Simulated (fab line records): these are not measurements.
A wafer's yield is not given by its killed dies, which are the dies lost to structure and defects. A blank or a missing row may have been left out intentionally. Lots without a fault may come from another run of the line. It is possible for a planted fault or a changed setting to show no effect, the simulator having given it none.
A sampling plan put to the test	flow nand-harc	each of the 47 faults these records tell of, on one fab line, judged from the records of the lots it struck
The plan is the line's own looks: the steps of the route at which a gauge or an inspection reads the wafer and doesn't change it. Where struck wafers have a number at a look and the file lists that look's usual mean and standard deviation on fault-free wafers, the look can be judged. Caught: a look later than the fault's first step finds the struck wafers' mean 4 or more of those standard deviations (sigma) from the usual mean. On the tool: here the same test is run on the tool's own readings at the fault's steps. Also counted as caught: the struck wafers showing another recipe, or a record that is empty for them alone.

THE FAULTS, as the simulator had put them in
1. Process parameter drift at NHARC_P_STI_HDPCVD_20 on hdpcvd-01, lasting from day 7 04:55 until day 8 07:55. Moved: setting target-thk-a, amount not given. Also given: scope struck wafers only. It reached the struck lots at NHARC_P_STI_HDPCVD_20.
2. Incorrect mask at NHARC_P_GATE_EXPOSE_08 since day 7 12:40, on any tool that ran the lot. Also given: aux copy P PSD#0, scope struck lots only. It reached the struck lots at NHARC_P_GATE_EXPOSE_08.
3. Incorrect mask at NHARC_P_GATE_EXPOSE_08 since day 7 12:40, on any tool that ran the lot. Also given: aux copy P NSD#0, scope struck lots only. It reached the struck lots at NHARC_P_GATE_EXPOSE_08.
4. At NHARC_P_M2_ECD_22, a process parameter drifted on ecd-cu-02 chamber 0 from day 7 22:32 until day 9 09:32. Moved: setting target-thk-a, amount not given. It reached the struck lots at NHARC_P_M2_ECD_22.
5. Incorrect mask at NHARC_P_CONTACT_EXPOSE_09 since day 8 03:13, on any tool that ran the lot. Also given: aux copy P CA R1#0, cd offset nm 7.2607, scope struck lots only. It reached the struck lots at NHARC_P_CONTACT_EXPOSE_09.
6. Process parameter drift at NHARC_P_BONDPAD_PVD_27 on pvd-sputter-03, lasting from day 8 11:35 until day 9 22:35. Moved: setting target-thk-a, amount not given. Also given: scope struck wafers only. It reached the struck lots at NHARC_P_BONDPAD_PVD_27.
7. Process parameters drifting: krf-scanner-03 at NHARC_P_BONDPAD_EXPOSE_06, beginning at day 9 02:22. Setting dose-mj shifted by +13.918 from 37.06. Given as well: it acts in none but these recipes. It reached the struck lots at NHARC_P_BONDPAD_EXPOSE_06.
8. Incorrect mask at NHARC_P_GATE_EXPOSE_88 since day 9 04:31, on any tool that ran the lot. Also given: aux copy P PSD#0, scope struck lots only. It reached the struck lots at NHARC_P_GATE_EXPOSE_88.
9. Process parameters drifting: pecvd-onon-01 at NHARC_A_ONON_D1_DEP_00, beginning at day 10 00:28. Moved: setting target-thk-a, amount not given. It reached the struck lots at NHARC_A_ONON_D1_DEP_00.
10. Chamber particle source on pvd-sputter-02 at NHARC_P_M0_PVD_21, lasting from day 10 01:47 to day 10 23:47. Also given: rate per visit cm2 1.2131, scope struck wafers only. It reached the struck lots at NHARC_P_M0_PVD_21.
11. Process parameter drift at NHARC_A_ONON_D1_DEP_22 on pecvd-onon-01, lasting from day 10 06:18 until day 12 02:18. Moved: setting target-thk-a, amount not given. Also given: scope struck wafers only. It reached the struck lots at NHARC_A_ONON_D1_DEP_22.
12. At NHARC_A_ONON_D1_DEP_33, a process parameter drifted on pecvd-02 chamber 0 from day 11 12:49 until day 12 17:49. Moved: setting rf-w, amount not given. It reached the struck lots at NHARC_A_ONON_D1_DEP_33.
13. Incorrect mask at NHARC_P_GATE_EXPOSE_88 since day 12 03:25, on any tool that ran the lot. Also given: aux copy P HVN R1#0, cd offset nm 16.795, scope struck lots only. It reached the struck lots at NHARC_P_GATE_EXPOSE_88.
14. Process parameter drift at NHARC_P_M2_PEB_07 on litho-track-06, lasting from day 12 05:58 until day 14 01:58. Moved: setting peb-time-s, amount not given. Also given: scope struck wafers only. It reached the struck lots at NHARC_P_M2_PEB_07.
15. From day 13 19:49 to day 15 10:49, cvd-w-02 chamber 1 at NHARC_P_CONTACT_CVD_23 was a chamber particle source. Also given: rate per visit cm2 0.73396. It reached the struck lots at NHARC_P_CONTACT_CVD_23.
16. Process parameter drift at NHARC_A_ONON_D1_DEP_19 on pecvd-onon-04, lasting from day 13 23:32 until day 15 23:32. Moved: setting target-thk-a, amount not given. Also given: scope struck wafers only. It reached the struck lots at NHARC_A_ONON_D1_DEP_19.
17. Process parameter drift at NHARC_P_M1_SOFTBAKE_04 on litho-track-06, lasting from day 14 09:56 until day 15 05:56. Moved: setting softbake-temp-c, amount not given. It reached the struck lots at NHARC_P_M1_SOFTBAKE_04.
18. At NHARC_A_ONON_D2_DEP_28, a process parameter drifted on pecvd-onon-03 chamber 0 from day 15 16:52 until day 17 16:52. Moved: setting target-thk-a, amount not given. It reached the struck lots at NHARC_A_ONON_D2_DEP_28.
19. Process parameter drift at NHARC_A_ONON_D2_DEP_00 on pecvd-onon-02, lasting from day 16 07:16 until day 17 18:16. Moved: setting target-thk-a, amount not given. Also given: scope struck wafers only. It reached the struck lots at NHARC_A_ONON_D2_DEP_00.
20. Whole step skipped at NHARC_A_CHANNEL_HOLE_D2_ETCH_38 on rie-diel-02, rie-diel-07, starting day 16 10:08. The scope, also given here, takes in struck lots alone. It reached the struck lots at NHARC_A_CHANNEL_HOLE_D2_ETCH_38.
21. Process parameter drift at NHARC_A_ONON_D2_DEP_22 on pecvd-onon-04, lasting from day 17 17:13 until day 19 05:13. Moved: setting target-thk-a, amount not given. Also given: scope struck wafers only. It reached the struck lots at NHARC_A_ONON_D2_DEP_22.
22. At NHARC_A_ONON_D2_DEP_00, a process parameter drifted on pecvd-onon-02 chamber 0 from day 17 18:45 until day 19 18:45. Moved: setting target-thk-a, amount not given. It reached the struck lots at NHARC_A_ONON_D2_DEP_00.
23. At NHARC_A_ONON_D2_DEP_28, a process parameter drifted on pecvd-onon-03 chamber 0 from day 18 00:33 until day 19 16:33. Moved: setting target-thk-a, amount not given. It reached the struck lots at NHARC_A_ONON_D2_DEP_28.
24. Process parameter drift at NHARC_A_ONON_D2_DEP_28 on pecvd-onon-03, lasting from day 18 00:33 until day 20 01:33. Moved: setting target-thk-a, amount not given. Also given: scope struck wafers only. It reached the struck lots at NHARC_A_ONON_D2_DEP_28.
25. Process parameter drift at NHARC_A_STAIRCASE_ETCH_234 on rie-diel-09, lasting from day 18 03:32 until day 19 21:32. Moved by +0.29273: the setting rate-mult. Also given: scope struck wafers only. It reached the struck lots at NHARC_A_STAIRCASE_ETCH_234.
26. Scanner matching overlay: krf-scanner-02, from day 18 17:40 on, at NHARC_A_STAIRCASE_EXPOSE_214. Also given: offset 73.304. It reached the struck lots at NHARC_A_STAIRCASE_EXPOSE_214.
27. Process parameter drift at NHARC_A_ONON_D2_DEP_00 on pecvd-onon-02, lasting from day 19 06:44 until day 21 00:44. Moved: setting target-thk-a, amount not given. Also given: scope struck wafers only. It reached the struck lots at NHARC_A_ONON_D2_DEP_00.
28. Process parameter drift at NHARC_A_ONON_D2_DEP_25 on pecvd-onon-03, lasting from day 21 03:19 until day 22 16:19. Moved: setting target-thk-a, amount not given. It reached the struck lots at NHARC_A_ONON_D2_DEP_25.
29. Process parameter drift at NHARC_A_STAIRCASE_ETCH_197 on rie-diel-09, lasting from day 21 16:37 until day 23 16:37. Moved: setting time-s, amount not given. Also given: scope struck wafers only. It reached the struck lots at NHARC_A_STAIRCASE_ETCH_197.
30. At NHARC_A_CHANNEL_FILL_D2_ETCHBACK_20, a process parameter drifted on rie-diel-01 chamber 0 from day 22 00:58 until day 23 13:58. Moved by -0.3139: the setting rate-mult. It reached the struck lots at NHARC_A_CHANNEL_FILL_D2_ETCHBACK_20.
31. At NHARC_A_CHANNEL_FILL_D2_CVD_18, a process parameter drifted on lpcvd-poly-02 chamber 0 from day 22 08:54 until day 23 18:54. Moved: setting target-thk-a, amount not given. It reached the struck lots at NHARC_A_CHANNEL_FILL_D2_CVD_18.
32. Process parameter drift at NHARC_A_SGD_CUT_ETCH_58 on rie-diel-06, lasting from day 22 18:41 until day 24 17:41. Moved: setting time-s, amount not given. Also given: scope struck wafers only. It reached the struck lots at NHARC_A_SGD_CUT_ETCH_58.
33. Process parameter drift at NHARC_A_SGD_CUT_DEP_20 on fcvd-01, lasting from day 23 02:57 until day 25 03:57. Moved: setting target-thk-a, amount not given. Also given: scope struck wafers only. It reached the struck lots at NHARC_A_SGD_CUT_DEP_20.
34. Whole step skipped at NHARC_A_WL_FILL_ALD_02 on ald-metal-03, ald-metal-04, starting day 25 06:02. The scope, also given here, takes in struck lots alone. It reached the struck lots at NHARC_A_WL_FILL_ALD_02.
35. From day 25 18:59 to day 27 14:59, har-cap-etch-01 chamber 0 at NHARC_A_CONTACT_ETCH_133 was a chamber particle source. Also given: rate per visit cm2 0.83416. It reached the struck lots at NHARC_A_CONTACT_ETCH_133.
36. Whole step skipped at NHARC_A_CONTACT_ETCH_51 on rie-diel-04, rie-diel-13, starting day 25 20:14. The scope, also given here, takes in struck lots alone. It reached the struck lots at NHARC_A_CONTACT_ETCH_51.
37. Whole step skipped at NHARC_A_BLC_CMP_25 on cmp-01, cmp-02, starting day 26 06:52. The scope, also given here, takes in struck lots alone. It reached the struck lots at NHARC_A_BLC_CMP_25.
38. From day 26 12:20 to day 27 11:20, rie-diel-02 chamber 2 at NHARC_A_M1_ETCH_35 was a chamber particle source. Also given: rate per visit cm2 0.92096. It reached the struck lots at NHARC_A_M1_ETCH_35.
39. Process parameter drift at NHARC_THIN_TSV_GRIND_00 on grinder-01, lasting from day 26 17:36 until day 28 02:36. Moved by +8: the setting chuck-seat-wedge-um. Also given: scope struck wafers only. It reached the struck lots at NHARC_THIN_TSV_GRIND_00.
40. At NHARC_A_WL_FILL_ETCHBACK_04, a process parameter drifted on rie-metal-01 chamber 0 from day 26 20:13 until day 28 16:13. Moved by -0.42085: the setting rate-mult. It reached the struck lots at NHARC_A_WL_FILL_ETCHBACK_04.
41. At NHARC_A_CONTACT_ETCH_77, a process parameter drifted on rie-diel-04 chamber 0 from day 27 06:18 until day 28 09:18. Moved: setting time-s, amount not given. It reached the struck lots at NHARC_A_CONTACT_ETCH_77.
42. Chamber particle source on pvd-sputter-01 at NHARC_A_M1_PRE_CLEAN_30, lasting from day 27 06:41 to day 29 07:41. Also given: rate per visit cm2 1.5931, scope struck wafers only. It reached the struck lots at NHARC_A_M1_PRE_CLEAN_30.
43. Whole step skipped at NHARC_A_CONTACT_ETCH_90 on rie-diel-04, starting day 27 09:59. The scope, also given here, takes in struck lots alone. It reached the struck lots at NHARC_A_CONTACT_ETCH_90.
44. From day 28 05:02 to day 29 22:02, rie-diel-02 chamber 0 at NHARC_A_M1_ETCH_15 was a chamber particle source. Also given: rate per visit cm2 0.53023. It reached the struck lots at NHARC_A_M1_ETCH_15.
45. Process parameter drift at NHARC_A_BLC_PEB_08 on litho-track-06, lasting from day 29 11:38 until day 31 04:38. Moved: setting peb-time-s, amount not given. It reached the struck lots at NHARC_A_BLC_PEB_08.
46. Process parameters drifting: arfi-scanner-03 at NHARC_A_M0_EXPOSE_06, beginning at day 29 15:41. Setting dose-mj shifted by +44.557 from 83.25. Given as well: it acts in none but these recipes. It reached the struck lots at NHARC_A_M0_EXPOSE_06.
47. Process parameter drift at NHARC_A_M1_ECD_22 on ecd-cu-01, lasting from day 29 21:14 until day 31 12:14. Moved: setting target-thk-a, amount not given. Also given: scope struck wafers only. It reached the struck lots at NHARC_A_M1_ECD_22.

WHAT THE PLAN SAW
fault	on the tool itself	first look that catches it	reading, sigma	median hours from its first step to that look	hours from the fault's start to the first struck lot there	judged looks passed uncaught
1	no reading that can be judged	NHARC_END_SORT_01	killed-at-periphery +99 or beyond	517.1	520	0
2	under 2 sigma	NHARC_END_SORT_01	killed-at-periphery +99 or beyond	474.4	478	0
3	under 2 sigma	NHARC_END_SORT_01	killed-at-periphery +99 or beyond	474.4	478	1
4	no reading that can be judged	no look after it can be judged	-	-	-	0
5	no reading that can be judged	NHARC_P_CONTACT_CD_MEAS_12	cd-nm +12	0.1	5	0
6	under 2 sigma	NHARC_END_SORT_01	killed-at-periphery +99 or beyond	428.1	424	0
7	exposure-dose-mJ-cm2 +99 or beyond sigma	NHARC_P_BONDPAD_CD_MEAS_09	cd-nm +4.6	0.1	10	0
8	no reading that can be judged	NHARC_END_SORT_01	killed-at-periphery +99 or beyond	462.8	464	0
9	under 2 sigma	NHARC_A_ONON_D1_THK_MEAS_02	thk-nm +28	0.5	6	0
10	under 2 sigma	NHARC_END_SORT_01	killed-at-periphery +34	440.0	455	0
11	no reading that can be judged	NHARC_A_ONON_D1_THK_MEAS_24	thk-nm +54	0.5	9	0
12	rf-fwd-power-W -99 or beyond sigma	NHARC_A_ONON_D1_THK_MEAS_34	thk-nm -10	0.4	4	0
13	no reading that can be judged	NHARC_P_GATE_CD_MEAS_91	cd-nm +13	0.2	1	0
14	under 2 sigma	NHARC_P_M2_CD_MEAS_09	cd-nm +10	0.1	14	0
15	under 2 sigma	NHARC_END_SORT_01	killed-at-periphery +13	451.1	462	1
16	under 2 sigma	NHARC_A_ONON_D1_THK_MEAS_21	thk-nm -7.6	0.4	15	0
17	heater-power-total-W -99 or beyond sigma	not the one look that can be judged after it	strongest: cd-nm at NHARC_P_M1_CD_MEAS_09, +2.6	-	-	1
18	under 2 sigma	NHARC_A_ONON_D2_THK_MEAS_30	thk-nm -67	0.5	13	0
19	under 2 sigma	NHARC_A_ONON_D2_THK_MEAS_02	thk-nm -26	0.5	15	0
20	the tool's record is blank for the struck wafers	NHARC_END_SORT_01	killed-at-array +38	271.4	264	1
21	no reading that can be judged	NHARC_A_ONON_D2_THK_MEAS_24	thk-nm +4.4	0.4	9	0
22	no reading that can be judged	NHARC_A_ONON_D2_THK_MEAS_02	thk-nm +65	0.4	5	0
23	no reading that can be judged	NHARC_A_ONON_D2_THK_MEAS_30	thk-nm +50	0.4	15	0
24	under 2 sigma	NHARC_A_ONON_D2_THK_MEAS_30	thk-nm -33	0.4	15	0
25	oes-product-au +15 sigma	NHARC_END_SORT_01	killed-dies +38	196.8	200	0
26	no reading that can be judged	no look after it can be judged	-	-	-	0
27	under 2 sigma	NHARC_A_ONON_D2_THK_MEAS_02	thk-nm +6.3	0.3	10	0
28	no reading that can be judged	NHARC_A_ONON_D2_THK_MEAS_27	thk-nm -5.4	0.5	13	0
29	run-length-s -31 sigma	NHARC_END_SORT_01	killed-dies +11	208.6	212	0
30	oes-product-au -5.6 sigma	NHARC_END_SORT_01	killed-dies +4.8	232.3	257	0
31	no reading that can be judged	NHARC_END_SORT_01	killed-dies +38	237.6	249	0
32	run-length-s -40 sigma	NHARC_END_SORT_01	killed-dies +6.5	130.1	139	0
33	no reading that can be judged	not the one look that can be judged after it	-	-	-	1
34	the tool's record is blank for the struck wafers	NHARC_END_SORT_01	killed-at-array +38	99.1	110	0
35	no reading that can be judged	NHARC_END_SORT_01	killed-at-array +5.5	61.6	74	0
36	the tool's record is blank for the struck wafers	NHARC_END_SORT_01	killed-at-array +38	75.4	73	0
37	the tool's record is blank for the struck wafers	NHARC_A_BLC_INSPECT_28	raw-defect-count +62	0.4	11	0
38	under 2 sigma	NHARC_END_SORT_01	sort_bin_3_pct +9.6	38.7	50	3
39	under 2 sigma	NHARC_END_SORT_01	killed-at-other +99 or beyond	20.7	21	0
40	oes-product-au -40 sigma	NHARC_END_SORT_01	killed-dies +38	100.0	123	0
41	run-length-s -47 sigma	NHARC_END_SORT_01	killed-at-array +38	59.9	62	0
42	under 2 sigma	NHARC_END_SORT_01	sort_bin_3_pct +17	35.7	41	1
43	the tool's record is blank for the struck wafers	NHARC_END_SORT_01	killed-at-array +38	66.4	74	0
44	under 2 sigma	NHARC_END_SORT_01	sort_bin_3_pct +7.0	34.8	58	0
45	heater-power-total-W +70 sigma	NHARC_A_BLC_CD_MEAS_10	cd-nm -24	0.1	16	0
46	exposure-dose-mJ-cm2 +99 or beyond sigma	NHARC_A_M0_CD_MEAS_09	cd-nm +41	0.1	17	0
47	under 2 sigma	no look after it can be judged	-	-	-	0
A dash: the fault isn't caught, or these records don't give the number.

Caught at a look: 42 of 47. Caught on the tool: 16 of 47. By one or the other: 43 of 47.
Caught on the tool alone: fault 17.
Caught at a look alone: faults 1, 2, 3, 5, 6, 8, 9, 10, 11, 13, 14, 15, 16, 18, 19, 21, 22, 23, 24, 27, 28, 31, 35, 38, 39, 42, 44.
Caught by neither: faults 4, 26, 33, 47.

THINNER SAMPLING
If the look that catches a fault measured only every second or every third lot, by lot number, the first struck lot would be measured this late in the worst case:
fault	struck lots at that look, in order of time	every lot	every second lot	every third lot
1	L839, L838, L840	520 h	522 h	543 h
2	L782	478 h	may miss it	may miss it
3	L290	478 h	may miss it	may miss it
5	L233	5 h	may miss it	may miss it
6	L215, L217	424 h	may miss all 2	may miss all 2
7	L187, L189, L192, L193	10 h	65 h	may miss all 4
8	L922	464 h	may miss it	may miss it
9	L721, L722, L723, L724	6 h	20 h	27 h
10	L272	455 h	may miss it	may miss it
11	L655, L657, L658	9 h	41 h	may miss all 3
12	L171	4 h	may miss it	may miss it
13	L736	1 h	may miss it	may miss it
14	L646, L647	14 h	34 h	may miss all 2
15	L262, L261	462 h	472 h	may miss all 2
16	L269, L270	15 h	34 h	may miss all 2
18	L101, L104	13 h	42 h	may miss all 2
19	L779, L781	15 h	may miss all 2	may miss all 2
20	L554, L556	264 h	may miss all 2	may miss all 2
21	L315, L316	9 h	21 h	may miss all 2
22	L406, L407	5 h	27 h	may miss all 2
23	L773, L774	15 h	35 h	may miss all 2
24	L341, L342	15 h	35 h	may miss all 2
25	L683, L685	200 h	may miss all 2	may miss all 2
27	L707, L709	10 h	may miss all 2	may miss all 2
28	L415, L417	13 h	may miss all 2	may miss all 2
29	L333, L335, L334	212 h	250 h	250 h
30	L395	257 h	may miss it	may miss it
31	L265, L263	249 h	may miss all 2	may miss all 2
32	L868, L870	139 h	may miss all 2	may miss all 2
34	L753, L752, L755	110 h	110 h	may miss all 3
35	L616, L617	74 h	99 h	may miss all 2
36	L791, L792	73 h	95 h	may miss all 2
37	L237, L238	11 h	22 h	may miss all 2
38	L427, L428	50 h	57 h	may miss all 2
39	L904, L903	21 h	22 h	may miss all 2
40	L360, L363	123 h	152 h	may miss all 2
41	L315, L316	62 h	82 h	may miss all 2
42	L708, L712	41 h	may miss all 2	may miss all 2
43	L468, L467, L470	74 h	76 h	may miss all 3
44	L550	58 h	may miss it	may miss it
45	L831, L835	16 h	may miss all 2	may miss all 2
46	L900, L902	17 h	may miss all 2	may miss all 2
The hour figures run from when the fault began to the first measured lot among those it struck. The limit of 4 sigma was tested on all struck wafers together, so one lot alone may lie under it. Other struck lots may not be in these records.

THE LONGEST TIMED WAY FROM STEP TO LOOK
Fault 1: the median time between NHARC_P_STI_HDPCVD_20 and NHARC_END_SORT_01 is 517.1 hours. No look between them can be judged.
